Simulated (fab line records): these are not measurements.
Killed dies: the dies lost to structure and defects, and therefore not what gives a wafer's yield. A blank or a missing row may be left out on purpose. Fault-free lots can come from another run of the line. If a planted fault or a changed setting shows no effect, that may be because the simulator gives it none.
Matching of chambers :: flow nand_harc :: ald_metal-03 running NHARC_A_CONTACT_ALD_18: 4 sister chambers
The step deposits TiN, target thk 3 nm, pulse time 1 s, ald cycles 150. 8 wafers are shown with their chamber, then 8 later ones without.

== WAFERS WITH THEIR CHAMBER ==
wafer: L077.3
chamber: 1
heater_power_w (W): 1005
precursor_pulse_height_rel: 0.990

wafer: L077.5
chamber: 0
heater_power_w (W): 1276
precursor_pulse_height_rel: 0.980

wafer: L081.4
chamber: 3
heater_power_w (W): 1044
precursor_pulse_height_rel: 0.988

wafer: L081.6
chamber: 1
heater_power_w (W): 1025
precursor_pulse_height_rel: 1.010

wafer: L082.3
chamber: 2
heater_power_w (W): 803
precursor_pulse_height_rel: 0.989

wafer: L082.4
chamber: 3
heater_power_w (W): 1012
precursor_pulse_height_rel: 0.981

wafer: L082.6
chamber: 2
heater_power_w (W): 801
precursor_pulse_height_rel: 1.016

wafer: L087.2
chamber: 0
heater_power_w (W): 1274
precursor_pulse_height_rel: 1.009

== WAFERS WITH NO CHAMBER GIVEN ==
wafer: L087.3
heater_power_w (W): 1007
precursor_pulse_height_rel: 0.972

wafer: L087.5
heater_power_w (W): 802
precursor_pulse_height_rel: 1.003

wafer: L084.2
heater_power_w (W): 1316
precursor_pulse_height_rel: 1.004

wafer: L084.3
heater_power_w (W): 1010
precursor_pulse_height_rel: 0.981

wafer: L084.4
heater_power_w (W): 820
precursor_pulse_height_rel: 0.967

wafer: L090.1
heater_power_w (W): 1300
precursor_pulse_height_rel: 0.983

wafer: L090.2
heater_power_w (W): 1014
precursor_pulse_height_rel: 0.999

wafer: L090.3
heater_power_w (W): 1057
precursor_pulse_height_rel: 0.981

== THE CHAMBER EACH PASSED THROUGH ==
wafer: L087.3
from the rows above: can't be placed: 3 or 1
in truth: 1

wafer: L087.5
from the rows above: 2
in truth: 2

wafer: L084.2
from the rows above: 0
in truth: 0

wafer: L084.3
from the rows above: can't be placed: 1 or 3
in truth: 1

wafer: L084.4
from the rows above: 2
in truth: 2

wafer: L090.1
from the rows above: 0
in truth: 0

wafer: L090.2
from the rows above: can't be placed: 1 or 3
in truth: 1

wafer: L090.3
from the rows above: can't be placed: 3 or 1
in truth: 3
4 of 8 placed correctly. Can't be placed from these rows: 4 (the true chamber is among the candidates in 4). 0 placed wrongly.
How it was worked out, from the rows above alone: a wafer's distance from a chamber is the root of the sum, over the readings, of the square of ((its reading less the chamber's mean) divided by the reading's scatter). The wafer belongs to the nearest chamber; if the next one is less than 2 further off, it can't be placed. A chamber's mean is the mean of its shown wafers. The scatter: take each reading less its chamber's mean, square it, sum over the shown wafers, divide by the number of wafers less the number of chambers, and take the root.
